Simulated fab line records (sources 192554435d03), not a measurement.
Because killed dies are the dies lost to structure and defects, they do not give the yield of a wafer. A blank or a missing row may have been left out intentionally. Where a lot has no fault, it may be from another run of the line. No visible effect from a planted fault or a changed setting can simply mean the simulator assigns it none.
Chamber matching | flow n5_finfet | N5_DUMMY_REMOVAL_HM_STRIP_01 on rie_diel-05 has 4 sister chambers
The step strips SiNx in CH3F/O2, stops on poly-Si, target depth 4 nm, time 6.8 s. 14 wafers are shown with their chamber, then 7 later ones without.

## EACH WAFER AND ITS CHAMBER
wafer  | chamber | showerhead_plenum_p_Torr (Torr) | drypump_motor_current_A (A) | throttle_valve_pct (%)
L075.1 | 1       | 1.93                            | 5.5                         | 16.29
L075.5 | 3       | 1.90                            | 5.2                         | 16.40
L075.6 | 0       | 1.95                            | 5.9                         | 16.03
L076.1 | 0       | 1.95                            | 5.8                         | 16.03
L076.4 | 2       | 2.01                            | 4.8                         | 16.46
L076.5 | 1       | 1.92                            | 5.5                         | 16.31
L084.2 | 3       | 1.89                            | 5.2                         | 16.42
L084.3 | 2       | 2.01                            | 4.9                         | 16.49
L084.4 | 0       | 1.95                            | 5.8                         | 16.06
L088.3 | 3       | 1.89                            | 5.1                         | 16.44
L088.4 | 0       | 1.94                            | 5.8                         | 16.09
L088.6 | 3       | 1.89                            | 5.2                         | 16.43
L089.1 | 3       | 1.89                            | 5.2                         | 16.45
L089.2 | 0       | 1.94                            | 5.9                         | 16.09

SIGNATURES (averages over the wafers above)
reading                  | chamber 0 | chamber 1 | chamber 2 | chamber 3 | scatter within a chamber
showerhead_plenum_p_Torr | 1.9460    | 1.9250    | 2.0100    | 1.8920    | 0.005
drypump_motor_current_A  | 5.840     | 5.500     | 4.850     | 5.180     | 0.05
throttle_valve_pct       | 16.0600   | 16.3000   | 16.4750   | 16.4280   | 0.0239
Rule: a wafer's distance from a chamber is the root of the sum, over the readings, of the square of ((its reading less the chamber's mean) divided by the reading's scatter). The wafer belongs to the nearest chamber; if the next one is less than 2 further off, it can't be placed. The scatter is the square root of a quotient: the sum, over the shown wafers, of each reading's squared deviation from its chamber's mean, divided by wafers minus chambers.

## WAFERS WITH NO CHAMBER GIVEN
wafer  | showerhead_plenum_p_Torr (Torr) | drypump_motor_current_A (A) | throttle_valve_pct (%)
L089.3 | 2.00                            | 4.9                         | 16.52
L096.1 | 1.91                            | 5.5                         | 16.37
L096.4 | 2.00                            | 4.9                         | 16.54
L096.5 | 1.94                            | 5.8                         | 16.13
L097.3 | 1.91                            | 5.5                         | 16.37
L097.4 | 1.94                            | 5.9                         | 16.13
L097.5 | 1.88                            | 5.2                         | 16.49

## WHICH CHAMBER EACH ONE RAN IN
wafer  | from the rows above | in truth
L089.3 | 2                   | 2
L096.1 | 1                   | 1
L096.4 | 2                   | 2
L096.5 | 0                   | 0
L097.3 | 1                   | 1
L097.4 | 0                   | 0
L097.5 | 3                   | 3
Correctly placed: 7 of 7. Left unplaced by these rows: 0. Number placed wrongly: 0.
